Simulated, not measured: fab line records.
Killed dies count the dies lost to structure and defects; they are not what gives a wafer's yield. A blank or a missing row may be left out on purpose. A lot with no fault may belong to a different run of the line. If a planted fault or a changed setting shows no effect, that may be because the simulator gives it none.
Split-lot trial | flow n5-finfet | 7 lots, 21 wafers read, on a route of 1938 steps

== ON THE SPLIT ==
At N5_PASSIVATION_ETCH_59 (etches TaN in Cl2/BCl3, target depth 65 nm, time 34.9 s), the setting time-s was moved away from the recipe's 34.9 s on 5 of the 21 wafers read, by -18.0% to +7.7%. All remaining wafers had this setting at the recipe value.

Reading taken at the split's own step.

== THE READING ==
etch.depth-nm (the simulator's own value, which no gauge read), in nm, at N5_PASSIVATION_ETCH_59 (etches TaN in Cl2/BCl3, target depth 65 nm, time 34.9 s). No usual value for it is given in the file. Across the 16 wafers here that went through the recipe, the average is 65.02 nm and the standard deviation 1.1 nm.

wafer  | tool, chamber at the split | time-s as run, s | against the recipe | etch.depth-nm, nm | against lot-mates on the recipe
L080.2 | rie-metal-01, 0            | 34.9             | recipe             | 66.07             | -
L080.3 | rie-metal-01, 0            | 34.9             | recipe             | 66.16             | -
L080.4 | rie-metal-01, 0            | 34.9             | recipe             | 65.82             | -
L085.3 | rie-metal-03, 1            | 37.59            | +7.7%              | 68.46             | +4.39
L085.5 | rie-metal-03, 0            | 34.9             | recipe             | 64.24             | -
L085.6 | rie-metal-03, 1            | 34.9             | recipe             | 63.89             | -
L088.2 | rie-metal-02, 0            | 28.62            | -18.0%             | 53.65             | -12.25
L088.3 | rie-metal-02, 1            | 34.9             | recipe             | 66.24             | -
L088.5 | rie-metal-02, 0            | 34.9             | recipe             | 65.56             | -
L089.3 | rie-metal-01, 1            | 34.9             | recipe             | 66.13             | -
L089.4 | rie-metal-01, 0            | 34.9             | recipe             | 65.91             | -
L089.6 | rie-metal-01, 1            | 31.8             | -8.9%              | 60.36             | -5.66
L091.2 | rie-metal-03, 1            | 34.9             | recipe             | 63.51             | -
L091.5 | rie-metal-03, 1            | 34.9             | recipe             | 63.23             | -
L091.6 | rie-metal-03, 0            | 34.9             | recipe             | 63.69             | -
L090.1 | rie-metal-03, 0            | 32.71            | -6.3%              | 60.55             | -3.54
L090.4 | rie-metal-03, 1            | 34.9             | recipe             | 63.83             | -
L090.5 | rie-metal-03, 1            | 34.9             | recipe             | 64.34             | -
L095.1 | rie-metal-01, 0            | 34.9             | recipe             | 66.5              | -
L095.2 | rie-metal-01, 1            | 34.9             | recipe             | 65.26             | -
L095.4 | rie-metal-01, 1            | 32.23            | -7.7%              | 60.91             | -4.97

FIT RESULTS
A straight line over all 21 wafers: etch.depth-nm changes by +0.588 nm for each +1% of time-s; r = +0.94; the points scatter about the line by 1.1 nm.
The same after taking each lot's own level away (the mean of its wafers on the recipe; 21 wafers): +0.65 nm for each +1%; r = +0.99; scatter 0.35 nm.
That fit puts the effect of the largest move of time-s on the reading at 12 nm.
From 63.477 to 66.020 nm: that is the span of the lots' own levels, equal to 2.3 times the standard deviation above.
The two slopes are in agreement: the lot-to-lot level therefore moves the slope only a little.
Check: -11 nm against its lot-mates is what the line predicts for one of the wafers moved furthest among these (-18.0%) when that wafer is left out of the fit. Against them it came out at -12.3 nm.

== THE OTHER SPLITS THESE WAFERS WENT THROUGH ==
Before the reading, these wafers also passed through other splits. Each is held against what the fit with the lots' levels taken away leaves over:
other split on the same wafers    | wafers away from the commonest value | r with etch.depth-nm (lot level and that fit taken away)
N5_BEOL_M15_CMP_49 down-force-psi | 4                                    | +0.12
N5_MIM_BOT_SPUTTER_00 time-s      | 7                                    | +0.07
N5_PASSIVATION_EXPOSE_27 dose-mj  | 6                                    | +0.24

== THE WHOLE CHAIN: every reading that the file lists as answering this split, in the file's order ==
step                    | what it does                                            | reading                                                        | change (the file's fit)                                                     | r (the file's)
N5_PASSIVATION_ETCH_59  | etches TaN in Cl2/BCl3, target depth 65 nm, time 34.9 s | etch.depth-nm (the simulator's own value, which no gauge read) | +0.651 nm for each +1% of the setting                                       | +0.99
N5_PASSIVATION_PROBE_49 |                                                         | killed_at_M4_up                                                | not straight: 13 at the lowest setting, 14 at the recipe, 13 at the highest | not given

== FILE'S OWN FIT ==
etch.depth-nm changes by +0.651 nm for each +1% of time-s, r = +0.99.
